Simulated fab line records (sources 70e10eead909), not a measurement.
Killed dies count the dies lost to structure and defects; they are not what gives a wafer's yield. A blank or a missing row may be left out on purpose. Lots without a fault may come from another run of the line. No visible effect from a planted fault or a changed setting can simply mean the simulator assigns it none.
fab line records ; flow nand_harc ; part 1 of 2: steps 1 to 4 of 6
[record] lots = 20; wafers = 60; last_day = 33
route steps=1302 shown A_SOURCE_PLATE@423 A_CHANNEL_HOLE_D1@468
lots untouched by any fault: they come from a run of this same line in which no faults occurred
start_h: the number of hours between the record's first day and the start of the first shown wafer of the lot ; wait_h: how many hours have passed since the lot's step before this one ; " repeats the value in the row above ; L1.1+2: one row covering several wafers at once ; - no value, or no start was given ; * or withheld: withheld ; < > ~ a bound
route shown NAME@n: names a module that has steps shown in the file, with the first one's number in the route ; usual: mean/standard deviation taken from wafers without a fault ; same: alike in all rows ; chamber/n: place in a boat ; sites: readings site by site ; _std_site: the values' standard deviation ; _edge_site: inner sites' mean taken away from outer sites' mean ; radius_mm: how far each site lies from the wafer's centre ; mask NAME#n: copy n ; behind: the most recent tool/chamber to have shaped the wafer ; hold: what put the lot on hold/how long, in hours/how the hold closed ; device: whichever transistor did not switch (one of n, p or np) ; end of line: the tests these same wafers got at the end of their route ; a step without rows: its recipe alone ; killed: count of dies lost to structure and defects at first sort (not the wafer's yield) ; map: a wafer's dies, marking killed ones x, the rest . and places with no die _
set.NAME: the setting that was run; set.NAME@STEP: the one run at that earlier step ; model.NAME: the simulator's own value behind a step, which no gauge read
a sample of lots followed through the steps of the route, with each step as a table and each wafer as a row
services: when a tool's chamber went out of use (start_h, in hours from the record's first day, below 0 if earlier), for how many hours, and the reason
[[steps]]
[step NHARC_A_SOURCE_PLATE_INSPECT_08]
[usual] raw_defect_count = 62/25
lot.wafer;tool;chamber;start_h;wait_h;raw_defect_count
L075.1;defect_inspect-02;-;141.78;0.0;108
L075.2;defect_inspect-02;-;141.78;0.0;95
L075.3;defect_inspect-02;-;141.78;0.0;54
L074.3;defect_inspect-01;-;141.78;0.0;45
L074.4;defect_inspect-01;-;141.78;0.0;36
L074.5;defect_inspect-01;-;141.78;0.0;59
L076.1;defect_inspect-01;-;159.23;0.0;47
L076.3;defect_inspect-01;-;159.23;0.0;44
L076.5;defect_inspect-01;-;159.23;0.0;52
L077.3;defect_inspect-02;-;159.23;0.0;37
L077.5;defect_inspect-02;-;159.23;0.0;60
L077.6;defect_inspect-02;-;159.23;0.0;73
L078.1;defect_inspect-01;-;173.75;0.0;101
L078.2;defect_inspect-01;-;173.75;0.0;27
L078.5;defect_inspect-01;-;173.75;0.0;56
L079.1;defect_inspect-02;-;193.40;0.0;48
L079.3;defect_inspect-02;-;193.40;0.0;31
L079.6;defect_inspect-02;-;193.40;0.0;67
L080.3;defect_inspect-02;-;198.28;0.0;46
L080.5;defect_inspect-02;-;198.28;0.0;42
L080.6;defect_inspect-02;-;198.28;0.0;49
L081.1;defect_inspect-01;-;216.55;0.0;44
L081.4;defect_inspect-01;-;216.55;0.0;82
L081.6;defect_inspect-01;-;216.55;0.0;33
L082.2;defect_inspect-02;-;216.55;0.0;41
L082.3;defect_inspect-02;-;216.55;0.0;49
L082.4;defect_inspect-02;-;216.55;0.0;49
L083.1;defect_inspect-02;-;231.18;0.0;105
L083.2;defect_inspect-02;-;231.18;0.0;82
L083.6;defect_inspect-02;-;231.18;0.0;100
L084.1;defect_inspect-01;-;231.18;0.0;81
L084.2;defect_inspect-01;-;231.18;0.0;57
L084.4;defect_inspect-01;-;231.18;0.0;116
L085.2;defect_inspect-02;-;248.54;0.0;28
L085.4;defect_inspect-02;-;248.54;0.0;51
L085.6;defect_inspect-02;-;248.54;0.0;43
L087.1;defect_inspect-02;-;263.62;0.0;132
L087.2;defect_inspect-02;-;263.62;0.0;93
L087.5;defect_inspect-02;-;263.62;0.0;119
L088.3;defect_inspect-02;-;281.25;0.0;51
L088.4;defect_inspect-02;-;281.25;0.0;76
L088.5;defect_inspect-02;-;281.25;0.0;171
L090.1;defect_inspect-01;-;300.03;0.0;92
L090.2;defect_inspect-01;-;300.03;0.0;69
L090.5;defect_inspect-01;-;300.03;0.0;55
L092.1;defect_inspect-02;-;323.41;0.0;41
L092.2;defect_inspect-02;-;323.41;0.0;33
L092.5;defect_inspect-02;-;323.41;0.0;47
L094.1;defect_inspect-01;-;339.77;0.0;57
L094.2;defect_inspect-01;-;339.77;0.0;96
L094.6;defect_inspect-01;-;339.77;0.0;50
L095.2;defect_inspect-01;-;345.36;0.0;75
L095.3;defect_inspect-01;-;345.36;0.0;96
L095.6;defect_inspect-01;-;345.36;0.0;51
L096.1;defect_inspect-02;-;357.38;0.0;58
L096.3;defect_inspect-02;-;357.38;0.0;80
L096.4;defect_inspect-02;-;357.38;0.0;49
L097.1;defect_inspect-02;-;362.60;0.0;32
L097.3;defect_inspect-02;-;362.60;0.0;65
L097.6;defect_inspect-02;-;362.60;0.0;42
[step NHARC_A_CHANNEL_HOLE_D1_ETCH_34]
[recipe] target_depth_a = 1540; time_s = 77; cf4_flow_sccm = 100; chf3_flow_sccm = 30; ar_flow_sccm = 0; rf_w = 500; bias_w = 200; chemistry = CF4/CHF3
[usual] drypump_motor_current_A = 5.7/0.38; mfc_ar_sccm = 0.015/0.017; oes_product_au = 0.945/0.021; rf_vpp_V = 369.4/2.4; showerhead_plenum_p_Torr = 1.54/0.068; throttle_valve_pct = 16.803/0.0091
lot.wafer;tool;chamber;start_h;wait_h;drypump_motor_current_A;mfc_ar_sccm;oes_product_au;rf_hours_counter_h;rf_vpp_V;showerhead_plenum_p_Torr;throttle_valve_pct
L075.3;rie_diel-13;3;-;-;5.2;0.038;0.956;1;368.8;1.48;16.789
L075.1;rie_diel-13;0;-;-;6.0;0;0.975;1;368.5;1.50;16.809
L075.2;rie_diel-13;1;-;-;5.3;0;0.970;1;372.3;1.63;16.786
L074.3;rie_diel-13;3;-;-;5.2;0.038;0.956;2;366.5;1.48;16.802
L074.4;rie_diel-13;2;-;-;5.9;0.002;0.966;1;370.1;1.58;16.796
L074.5;rie_diel-13;0;-;-;6.0;0;0.948;-;368.8;1.50;16.810
L076.1;rie_diel-13;3;-;-;5.1;0.038;0.959;3;367.2;1.48;16.803
L076.3;rie_diel-13;1;-;-;5.3;0;0.971;3;370.6;1.63;16.815
L076.5;rie_diel-13;3;-;-;5.2;0.038;0.956;-;367.2;1.48;16.797
L077.3;rie_diel-13;3;-;-;5.2;0.038;0.960;3;366.7;1.48;16.809
L077.6;rie_diel-13;2;-;-;5.9;0.002;0.968;-;371.2;1.58;16.817
L077.5;rie_diel-13;3;-;-;5.2;0.038;0.962;-;366.4;1.48;16.810
L078.1;rie_diel-13;2;-;-;5.9;0.002;0.951;4;371.0;1.58;16.801
L078.2;rie_diel-13;1;-;-;5.3;0;0.956;4;372.4;1.63;16.810
L078.5;rie_diel-13;2;-;-;5.9;0.002;0.954;-;372.1;1.58;16.803
L079.3;rie_diel-13;3;-;-;5.2;0.038;0.926;6;366.5;1.48;16.805
L079.1;rie_diel-13;0;-;-;6.0;0;0.926;6;369.0;1.50;16.805
L079.6;rie_diel-13;2;-;-;5.9;0.002;0.915;-;371.4;1.58;16.790
L080.3;rie_diel-13;0;-;-;6.0;0;0.924;7;368.6;1.50;16.799
L080.6;rie_diel-13;2;-;-;5.9;0.002;0.926;-;370.7;1.58;16.806
L080.5;rie_diel-13;3;-;-;5.2;0.038;0.934;-;368.0;1.48;16.795
L082.2;rie_diel-13;2;-;-;5.9;0.002;0.909;7;371.4;1.58;16.799
L082.4;rie_diel-13;3;-;-;5.2;0.038;0.921;8;367.6;1.48;16.813
L082.3;rie_diel-13;1;-;-;5.3;0;0.915;7;371.9;1.63;16.806
L081.4;rie_diel-05;0;-;-;6.3;0.024;0.981;5;367.3;1.48;16.804
L081.1;rie_diel-05;1;-;-;5.4;0.029;0.982;6;372.2;1.62;16.803
L081.6;rie_diel-05;2;-;-;6.1;0.032;0.974;-;366.5;1.48;16.801
L084.2;rie_diel-13;3;-;-;5.2;0.038;0.935;10;368.7;1.48;16.801
L084.1;rie_diel-13;0;-;-;6.0;0;0.924;10;368.6;1.50;16.801
L084.4;rie_diel-13;1;-;-;5.3;0;0.925;9;372.7;1.63;16.799
L083.1;rie_diel-13;3;-;-;5.2;0.038;0.926;10;366.1;1.48;16.808
L083.2;rie_diel-13;1;-;-;5.3;0;0.932;9;372.4;1.63;16.789
L083.6;rie_diel-13;3;-;-;5.2;0.038;0.929;-;366.8;1.48;16.796
L085.4;rie_diel-04;1;-;-;6.0;0.029;0.947;31;370.0;1.57;16.779
L085.2;rie_diel-04;2;-;-;5.6;0.036;0.953;34;367.6;1.49;16.791
L085.6;rie_diel-04;2;-;-;5.6;0.036;0.961;-;367.6;1.49;16.811
L087.2;rie_diel-13;0;-;-;6.0;0;0.924;13;367.7;1.50;16.807
L087.1;rie_diel-13;1;-;-;5.3;0;0.916;11;371.9;1.63;16.829
L087.5;rie_diel-13;2;-;-;5.9;0.002;0.930;-;370.7;1.58;16.808
L088.3;rie_diel-13;0;-;-;6.1;0;0.933;14;368.5;1.50;16.791
L088.4;rie_diel-13;0;-;-;6.0;0;0.922;-;369.3;1.50;16.795
L088.5;rie_diel-13;2;-;-;5.9;0.002;0.915;-;372.3;1.58;16.802
L090.2;rie_diel-04;3;-;-;6.1;0;0.942;54;367.2;1.48;16.794
L090.1;rie_diel-04;1;-;-;6.0;0.029;0.957;47;370.5;1.57;16.799
L090.5;rie_diel-04;2;-;-;5.6;0.036;0.945;-;368.8;1.49;16.800
L092.1;rie_diel-05;0;-;-;6.2;0.024;0.924;48;365.9;1.47;16.817
L092.2;rie_diel-05;1;-;-;5.3;0.029;0.924;46;370.6;1.61;16.825
L092.5;rie_diel-05;3;-;-;5.2;0.006;0.930;-;374.5;1.67;16.788
L094.1;rie_diel-13;2;-;-;5.9;0.002;0.964;2;371.7;1.58;16.795
L094.2;rie_diel-13;1;-;-;5.3;0;0.957;2;372.2;1.63;16.796
L094.6;rie_diel-13;2;-;-;5.9;0.002;0.956;-;372.2;1.58;16.797
L095.2;rie_diel-04;2;-;-;5.6;0.036;0.955;8;366.6;1.49;16.793
L095.3;rie_diel-04;0;-;-;5.9;0;0.944;6;375.6;1.70;16.801
L095.6;rie_diel-04;1;-;-;6.0;0.029;0.947;-;370.0;1.57;16.807
L096.3;rie_diel-04;2;-;-;5.6;0.036;0.974;11;367.6;1.49;16.793
L096.1;rie_diel-04;3;-;-;6.1;0;0.970;13;367.9;1.48;16.807
L096.4;rie_diel-04;0;-;-;5.9;0;0.962;11;374.1;1.70;16.797
L097.1;rie_diel-13;0;-;-;6.0;0;0.919;4;367.6;1.50;16.782
L097.3;rie_diel-13;1;-;-;5.3;0;0.918;4;371.5;1.63;16.818
L097.6;rie_diel-13;2;-;-;5.9;0.002;0.937;-;372.1;1.58;16.803
[step NHARC_A_CHANNEL_HOLE_D1_ETCH_16]
[recipe] target_depth_a = 31000; over_etch_frac = 0.3; time_s = 806; ion_energy_ev = 150; o2_flow_sccm = 400; cos_flow_sccm = 20; ar_flow_sccm = 0; rf_w = 500; bias_w = 300; chemistry = O2/COS
[usual] drypump_motor_current_A = 5.7/0.38; mfc_ar_sccm = 0.012/0.016; oes_product_au = 0.998/0.0081; rf_vpp_V = 313.2/2.3; showerhead_plenum_p_Torr = 3.06/0.14; throttle_valve_pct = 28.330/0.0084
lot.wafer;tool;chamber;start_h;wait_h;drypump_motor_current_A;mfc_ar_sccm;oes_product_au;rf_hours_counter_h;rf_vpp_V;showerhead_plenum_p_Torr;throttle_valve_pct
L075.3;rie_diel-13;0;-;-;6.1;0;0.999;2;311.3;2.98;28.331
L075.2;rie_diel-13;2;-;-;5.9;0.002;0.992;1;314.9;3.14;28.338
L075.1;rie_diel-13;3;-;-;5.1;0.038;0.995;1;311.0;2.94;28.332
L074.3;rie_diel-13;3;-;-;5.2;0.038;0.996;2;311.0;2.94;28.321
L074.4;rie_diel-13;0;-;-;6.0;0;1.003;2;313.3;2.98;28.322
L074.5;rie_diel-13;0;-;-;6.0;0;1.009;-;311.9;2.98;28.337
L076.1;rie_diel-13;2;-;-;5.9;0.002;0.974;2;313.9;3.14;28.336
L076.3;rie_diel-13;3;-;-;5.2;0.038;1.004;3;312.1;2.94;28.336
L076.5;rie_diel-13;3;-;-;5.2;0.038;0.999;-;310.4;2.94;28.323
L077.3;rie_diel-13;3;-;-;5.2;0.038;0.998;3;312.9;2.94;28.338
L077.6;rie_diel-13;0;-;-;6.1;0;0.997;-;312.2;2.98;28.315
L077.5;rie_diel-13;1;-;-;5.3;0;0.993;-;315.9;3.24;28.321
L078.2;rie_diel-13;3;-;-;5.2;0.038;0.990;4;312.2;2.94;28.348
L078.1;rie_diel-13;2;-;-;5.9;0.002;0.992;4;315.4;3.14;28.324
L078.5;rie_diel-13;0;-;-;6.0;0;1.000;-;311.9;2.98;28.356
L079.1;rie_diel-13;1;-;-;5.3;0;0.996;5;314.2;3.24;28.331
L079.3;rie_diel-13;2;-;-;5.9;0.002;1.003;5;315.5;3.14;28.321
L079.6;rie_diel-13;1;-;-;5.3;0;1.000;-;316.5;3.24;28.332
L080.3;rie_diel-13;3;-;-;5.2;0.038;1.002;6;310.2;2.94;28.318
L080.5;rie_diel-13;3;-;-;5.2;0.038;1.003;-;310.7;2.94;28.335
L080.6;rie_diel-13;0;-;-;6.0;0;0.994;-;311.1;2.98;28.340
L082.3;rie_diel-13;0;-;-;6.0;0;1.012;9;311.9;2.98;28.328
L082.2;rie_diel-13;2;-;-;5.9;0.002;0.999;7;314.0;3.14;28.337
L082.4;rie_diel-13;3;-;-;5.2;0.038;1.006;8;310.3;2.94;28.352
L081.1;rie_diel-05;0;-;-;6.2;0.024;1.008;6;311.8;2.93;28.326
L081.4;rie_diel-05;1;-;-;5.4;0.029;1.003;6;314.9;3.21;28.337
L081.6;rie_diel-05;2;-;-;6.2;0.032;1.006;-;312.6;2.94;28.328
L084.2;rie_diel-13;2;-;-;5.9;0.002;0.997;8;315.1;3.14;28.324
L084.4;rie_diel-13;3;-;-;5.2;0.038;0.996;10;311.8;2.94;28.335
L084.1;rie_diel-13;0;-;-;6.0;0;1.011;10;311.5;2.98;28.329
L083.2;rie_diel-13;1;-;-;5.3;0;0.986;9;316.5;3.24;28.320
L083.1;rie_diel-13;3;-;-;5.2;0.038;0.996;10;312.0;2.94;28.332
L083.6;rie_diel-13;0;-;-;6.0;0;0.991;-;311.5;2.98;28.341
L085.4;rie_diel-04;3;-;-;6.1;0;1.009;39;311.0;2.94;28.333
L085.2;rie_diel-04;1;-;-;6.1;0.029;1.013;31;314.5;3.12;28.326
L085.6;rie_diel-04;2;-;-;5.6;0.036;0.993;-;312.2;2.96;28.346
L087.1;rie_diel-13;1;-;-;5.3;0;0.991;11;314.6;3.24;28.332
L087.2;rie_diel-13;2;-;-;5.9;0.002;0.998;12;314.3;3.14;28.326
L087.5;rie_diel-13;3;-;-;5.2;0.038;0.990;-;312.0;2.93;28.336
L088.3;rie_diel-13;1;-;-;5.3;0;0.988;12;316.1;3.24;28.339
L088.5;rie_diel-13;1;-;-;5.3;0;0.989;-;316.7;3.24;28.346
L088.4;rie_diel-13;2;-;-;5.9;0.002;0.991;-;313.4;3.14;28.325
L090.2;rie_diel-04;2;-;-;5.6;0.036;0.982;46;310.5;2.96;28.331
L090.1;rie_diel-04;1;-;-;6.0;0.029;0.997;48;314.5;3.11;28.331
L090.5;rie_diel-04;3;-;-;6.1;0;1.013;-;312.0;2.94;28.326
L092.1;rie_diel-05;2;-;-;6.1;0.032;1.007;51;312.1;2.92;28.332
L092.2;rie_diel-05;3;-;-;5.2;0.006;1.000;47;317.7;3.32;28.334
L092.5;rie_diel-05;0;-;-;6.3;0.024;0.993;-;311.0;2.91;28.321
L094.1;rie_diel-13;3;-;-;5.2;0.038;1.002;2;312.2;2.93;28.338
L094.2;rie_diel-13;2;-;-;5.9;0.002;1.014;2;315.9;3.14;28.347
L094.6;rie_diel-13;0;-;-;6.0;0;0.993;-;312.0;2.98;28.341
L095.3;rie_diel-04;3;-;-;6.1;0;1.001;8;312.8;2.93;28.335
L095.2;rie_diel-04;2;-;-;5.6;0.036;1.002;8;310.5;2.95;28.331
L095.6;rie_diel-04;3;-;-;6.1;0;0.998;-;311.4;2.93;28.344
L096.4;rie_diel-04;3;-;-;6.1;0;1.000;13;312.1;2.93;28.324
L096.1;rie_diel-04;0;-;-;6.0;0;0.990;11;319.1;3.37;28.327
L096.3;rie_diel-04;2;-;-;5.6;0.036;0.992;11;310.4;2.95;28.321
L097.1;rie_diel-13;3;-;-;5.2;0.038;1.001;5;310.4;2.93;28.331
L097.3;rie_diel-13;0;-;-;6.0;0;1.000;5;312.5;2.97;28.330
L097.6;rie_diel-13;0;-;-;6.0;0;1.000;-;311.0;2.97;28.331
[step NHARC_A_CHANNEL_HOLE_D1_ETCH_19]
[recipe] bias_v = 1200; source_w = 2500; pressure_mtorr = 15; time_s = 34.5; ar_flow_sccm = 375; c4f8_flow_sccm = 28.8; o2_flow_sccm = 96.2; temp_c = -20; target_depth_a = *; chemistry = C4F8/O2/Ar
[usual] c4f8_flow_sccm = 28.79/0.094; drypump_motor_current_A = 6.0/0.62; mfc_ar_sccm = 375.0/1.2; showerhead_plenum_p_Torr = 3.62/0.09; throttle_valve_pct = 37.037/0.0094
lot.wafer;tool;chamber;start_h;wait_h;c4f8_flow_sccm;drypump_motor_current_A;mfc_ar_sccm;rf_hours_counter_h;showerhead_plenum_p_Torr;throttle_valve_pct
L075.2;har_etch-02;0;160.07;0.7;28.85;4.9;375.2;286;3.56;37.042
L075.1;har_etch-02;1;160.07;0.7;28.83;5.1;375.6;293;3.81;37.025
L075.3;har_etch-02;0;160.07;0.7;28.88;4.9;376.2;-;3.56;37.041
L074.3;har_etch-01;1;166.86;5.5;28.86;6.5;373.3;-;3.70;37.030
L074.4;har_etch-01;0;166.86;5.5;28.71;6.3;375.5;-;3.58;37.025
L074.5;har_etch-01;0;166.86;5.5;28.80;6.3;374.2;-;3.58;37.043
L076.1;har_etch-01;0;182.90;0.1;28.56;6.3;374.7;100;3.57;37.047
L076.3;har_etch-01;0;182.90;0.1;28.57;6.3;375.4;-;3.57;37.047
L076.5;har_etch-01;1;182.90;0.1;28.76;6.4;373.7;-;3.69;37.037
L077.3;har_etch-01;0;187.10;2.7;28.95;6.2;376.4;-;3.57;37.042
L077.5;har_etch-01;0;187.10;2.7;28.91;6.3;377.3;-;3.57;37.021
L077.6;har_etch-01;1;187.10;2.7;28.74;6.5;373.3;-;3.69;37.044
L078.2;har_etch-01;0;196.21;0.1;28.88;6.3;374.2;108;3.57;37.039
L078.1;har_etch-01;1;196.21;0.1;28.85;6.5;374.3;108;3.69;37.041
L078.5;har_etch-01;1;196.21;0.1;28.84;6.5;375.9;-;3.69;37.030
L079.1;har_etch-01;1;215.53;2.0;28.80;6.5;374.3;119;3.68;37.038
L079.3;har_etch-01;0;215.53;2.0;28.76;6.2;377.9;-;3.56;37.050
L079.6;har_etch-01;1;215.53;2.0;28.68;6.4;373.9;-;3.68;37.026
L080.3;har_etch-02;0;217.10;0.1;28.87;4.9;375.0;-;3.54;37.036
L080.5;har_etch-02;0;217.10;0.1;28.86;4.9;377.0;-;3.54;37.047
L080.6;har_etch-02;1;217.10;0.1;28.79;5.1;374.7;-;3.79;37.043
L082.2;har_etch-01;1;237.36;1.5;28.75;6.5;374.6;131;3.68;37.023
L082.3;har_etch-01;1;237.36;1.5;28.92;6.5;371.9;-;3.68;37.032
L082.4;har_etch-01;0;237.36;1.5;28.70;6.3;375.7;-;3.56;37.039
L081.1;har_etch-02;1;238.62;2.4;28.79;5.1;376.2;339;3.79;37.041
L081.4;har_etch-02;1;238.62;2.4;28.90;5.1;377.2;-;3.79;37.020
L081.6;har_etch-02;1;238.62;2.4;28.91;5.1;374.8;-;3.79;37.040
L084.1;har_etch-01;1;251.09;0.1;28.88;6.4;374.8;138;3.67;37.056
L084.2;har_etch-01;0;251.09;0.1;28.92;6.2;374.8;138;3.55;37.036
L084.4;har_etch-01;1;251.09;0.1;28.83;6.4;373.8;-;3.67;37.032
L083.2;har_etch-02;1;253.22;1.0;28.85;5.1;374.0;347;3.78;37.039
L083.1;har_etch-02;0;253.22;1.0;28.76;4.9;374.2;339;3.53;37.032
L083.6;har_etch-02;0;253.22;1.0;28.78;4.9;375.1;-;3.53;37.027
L085.2;har_etch-01;0;271.17;2.1;28.97;6.3;375.2;150;3.55;37.028
L085.4;har_etch-01;0;271.17;2.1;28.71;6.3;374.7;-;3.55;37.027
L085.6;har_etch-01;1;271.17;2.1;28.80;6.4;375.8;-;3.67;37.040
L087.2;har_etch-01;0;282.51;0.1;28.69;6.3;375.2;157;3.54;37.036
L087.1;har_etch-01;1;282.51;0.1;28.84;6.4;375.2;157;3.66;37.041
L087.5;har_etch-01;1;282.51;0.1;28.79;6.4;374.5;-;3.66;37.031
L088.3;har_etch-01;1;299.86;0.3;28.76;6.4;377.2;-;3.66;37.047
L088.4;har_etch-01;0;299.86;0.3;28.76;6.3;377.8;-;3.54;37.025
L088.5;har_etch-01;0;299.86;0.3;28.64;6.3;375.8;-;3.54;37.042
L090.1;har_etch-01;1;320.32;0.1;28.64;6.5;372.0;173;3.65;37.046
L090.2;har_etch-01;0;320.32;0.1;28.89;6.3;374.8;173;3.53;37.050
L090.5;har_etch-01;0;320.32;0.1;28.92;6.3;373.6;-;3.53;37.050
L092.2;har_etch-02;0;342.01;0.1;28.67;4.9;376.2;393;3.50;37.036
L092.1;har_etch-02;1;342.01;0.1;28.72;5.1;375.2;400;3.75;37.053
L092.5;har_etch-02;0;342.01;0.1;28.67;4.9;375.6;-;3.50;37.040
L094.1;har_etch-01;1;363.76;0.1;28.93;6.5;375.5;203;3.64;37.019
L094.2;har_etch-01;0;363.76;0.1;28.77;6.3;374.6;203;3.52;37.030
L094.6;har_etch-01;0;363.76;0.1;28.88;6.3;375.9;-;3.52;37.039
L095.2;har_etch-01;0;372.12;5.5;28.80;6.3;372.5;211;3.51;37.038
L095.3;har_etch-01;1;372.12;5.5;28.98;6.5;372.7;-;3.63;37.042
L095.6;har_etch-01;0;372.12;5.5;28.87;6.3;374.5;-;3.51;37.020
L096.1;har_etch-01;0;376.30;0.3;28.82;6.3;376.3;215;3.51;37.037
L096.3;har_etch-01;1;376.30;0.3;28.81;6.4;375.3;-;3.63;37.037
L096.4;har_etch-01;0;376.30;0.3;28.94;6.2;375.7;-;3.51;37.029
L097.1;har_etch-01;0;384.63;4.0;28.83;6.2;375.1;223;3.51;37.035
L097.3;har_etch-01;0;384.63;4.0;28.79;6.2;375.3;-;3.51;37.040
L097.6;har_etch-01;0;384.63;4.0;28.91;6.2;374.7;-;3.51;37.035
